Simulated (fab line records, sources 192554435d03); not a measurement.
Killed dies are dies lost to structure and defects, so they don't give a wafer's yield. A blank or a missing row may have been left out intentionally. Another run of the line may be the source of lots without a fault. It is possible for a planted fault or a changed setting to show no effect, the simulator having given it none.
A struck lot beside a sound one :: flow n5 finfet :: 17 out of 1938 route steps
Sound: the wafers L286.1, L286.3, L286.6. Struck: wafers L281.1, L281.5. The cause is named last.
At each step with rows: each side's tool, then ch and its chambers, then its first start. Under that, the readings that differ: sound wafers :: struck wafers :: difference of the means :: sigmas: that difference in standard deviations of wafers without a fault.
alike: same words and numbers on both sides, and readings whose means sit less than 2 such deviations apart. not compared: any withheld reading, any reading some wafer has no value for, any bound like >300 that may hide the same value, and any number with overlapping values for which the record gives no deviation.
Wherever a step has rows on one side only, a row that says differs or no value, or a row with sigmas, the two part there. Non-overlapping numbers with no deviation appear without sigmas and do not part them. A reading that every wafer of one side lacks parts them only if that side has two wafers or more.

N5_BEOL_M5_ALD_86: deposits TaN, pulse time 2 s, purge time 3 s, co reactant purge time 2 s.
  sound on ald metal-01 ch 1,2, day 12 12:10; struck on ald metal-01 ch 0,2, day 11 02:18
  alike: heater power w
then, 3 steps without rows for these wafers: N5_BEOL_M5_SURFACE_TREAT_87; N5_BEOL_M5_CVD_47 (deposits Co from CCTBA/H2, target thk 3 nm, time 216 s); N5_BEOL_M5_SPUTTER_48 (material Cu, target thk 15 nm, time 27.62 s).
N5_BEOL_M5_ANNEAL_49: time 1800 s.
  sound: pvd sputter-02 at day 12 12:53; struck: pvd sputter-03 at day 11 03:01
  alike: heater power w
then, 1 step without rows for these wafers: N5_BEOL_M5_SPUTTER_81 (material Cu, target thk 15 nm, time 27.62 s).
N5_BEOL_M5_ANNEAL_82: time 1800 s.
  sound: pvd sputter-02 at day 12 13:58; struck: pvd sputter-03 at day 11 04:07
  alike: heater power w
N5_BEOL_M5_SPUTTER_83: material Cu, target thk 15 nm, time 27.62 s.
  sound: pvd sputter-02 at day 12 14:59; struck: pvd sputter-03 at day 11 05:07
  alike: substrate temp c, throttle valve pct
N5_BEOL_M5_ANNEAL_84: time 1800 s.
  sound: pvd sputter-02 at day 12 15:04; struck: pvd sputter-03 at day 11 05:11
  alike: heater power w
then, 3 steps without rows for these wafers: N5_BEOL_M5_SPUTTER_88 (material Cu, target thk 15 nm, time 27.62 s); N5_BEOL_M5_ANNEAL_89 (time 1800 s); N5_BEOL_M5_SPUTTER_90 (material Cu, target thk 4.5 nm, time 8.29 s).
N5_BEOL_M5_ECD_50: material Cu, target thk 300 nm.
  sound on ecd cu-02 ch 0,1, day 12 17:16; struck on ecd cu-01 ch 0,1, day 11 07:24
reading: model.Cu_of_BEOL_M5_ECD_50.thk nm (nm)
sound: 302 297.8 303.4
struck: 211.4 212.6
difference: -89.1
sigmas: 
then, 1 step without rows for these wafers: N5_BEOL_M5_ANNEAL_51 (time 90 s).
N5_BEOL_M5_CMP_52: polishes, stops on SiCOH lowk, t overpolish 6.9 s, target thk 62 nm.
  sound on cmp-03 ch 0,2,3, day 12 17:41; struck on cmp-02 ch 1, day 11 08:04
reading: time to endpoint s (s)
sound: 61.4 57.9 60.2
struck: 41.7 42.9
difference: -17.5
sigmas: -6
  alike: motor current A
N5_BEOL_M5_THK_MEAS_53: measures by xrf.
  sound: film metro-01 at day 12 17:56; struck: film metro-01 at day 11 08:22
  alike: M5_THK
-- a jump in the record: the struck wafers' starts before and after are 4 days apart (it breaks off in module BEOL_M5 and resumes in module PASSIVATION, where the first step shown is number 1936 of the route) --
N5_PASSIVATION_PROBE_49:
  only the struck wafers here have rows in the record (prober-02, day 15 07:40); the sound ones have none

== WHERE THEY PART ==
First at N5_BEOL_M5_CMP_52; last, within this record, at N5_PASSIVATION_PROBE_49.

WHY: the cause the simulator had injected
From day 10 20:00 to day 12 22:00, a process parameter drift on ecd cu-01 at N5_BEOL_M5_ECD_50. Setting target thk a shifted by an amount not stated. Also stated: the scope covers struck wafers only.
